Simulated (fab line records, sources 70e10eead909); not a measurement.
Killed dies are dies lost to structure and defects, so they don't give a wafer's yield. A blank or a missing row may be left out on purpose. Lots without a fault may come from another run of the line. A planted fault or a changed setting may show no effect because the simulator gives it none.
One fault seen from 2 desks | flow nand_harc | each desk has only its own numbers; what lay behind them comes last

THE DEFECT DESK
What the inspections along the route counted, lot by lot: means of the sampled wafers that have a number. A lot is out of limits, marked OUT, if its mean lies more than 4 standard deviations from the usual mean; the brackets give that distance.
Columns: A = raw_defect_count at NHARC_A_CHANNEL_FILL_D1_INSPECT_13, usual 325
lot  | first seen here | A
L781 | day 10 22:50    | 368
L782 | day 11 05:40    | 315
L783 | day 12 04:18    | 200
L785 | day 12 12:38    | 549
L787 | day 13 16:25    | 445
L791 | day 15 05:08    | 562
L793 | day 15 20:10    | 367
L794 | day 17 00:54    | 411
L796 | day 17 06:32    | 237
L798 | day 18 10:38    | 191
L799 | day 18 14:44    | 222
L800 | day 18 14:46    | 631
L801 | day 19 07:28    | 219
L802 | day 19 14:31    | 285
This desk's finding: nothing out of limits on any of the 14 lots.

THE METROLOGY DESK
What the gauges read, lot by lot, whatever tool the lot ran on: means of the sampled wafers that have a number. A lot is out of limits, marked OUT, if its mean lies more than 4 standard deviations from the usual mean; the brackets give that distance.
Columns: A = thk_nm at NHARC_A_ONON_D2_THK_MEAS_11, usual 1002 nm; B = thk_nm at NHARC_A_ONON_D2_THK_MEAS_18, usual 997 nm; C = thk_nm at NHARC_A_ONON_D2_THK_MEAS_24, usual 999 nm
lot  | first seen here | A    | B    | C
L781 | day 12 12:28    | 1002 | 990  | 1009
L782 | day 13 04:18    | 997  | 1015 | 967
L783 | day 13 14:32    | 1022 | 993  | 996
L785 | day 14 07:24    | 995  | 1015 | 991
L787 | day 15 04:25    | 1037 | 999  | 1005
L791 | day 16 23:35    | 1029 | 995  | 1014
L793 | day 17 10:14    | 1003 | 993  | 1006
L794 | day 18 14:34    | 1009 | 994  | 1004
L796 | day 18 21:31    | 1014 | 988  | 998
L798 | day 19 23:11    | 987  | 1002 | 985
L800 | day 19 23:19    | 990  | 996  | 988
L799 | day 19 23:40    | 996  | 1008 | 1004
L801 | day 20 21:53    | 1021 | 976  | 1003
L802 | day 21 00:59    | 1001 | 998  | 1002
This desk's finding: nothing out of limits on any of the 14 lots.

PUT TOGETHER
The defect desk saw nothing out of limits.
The metrology desk saw nothing out of limits.

WHAT THE SIMULATOR HAD PUT IN
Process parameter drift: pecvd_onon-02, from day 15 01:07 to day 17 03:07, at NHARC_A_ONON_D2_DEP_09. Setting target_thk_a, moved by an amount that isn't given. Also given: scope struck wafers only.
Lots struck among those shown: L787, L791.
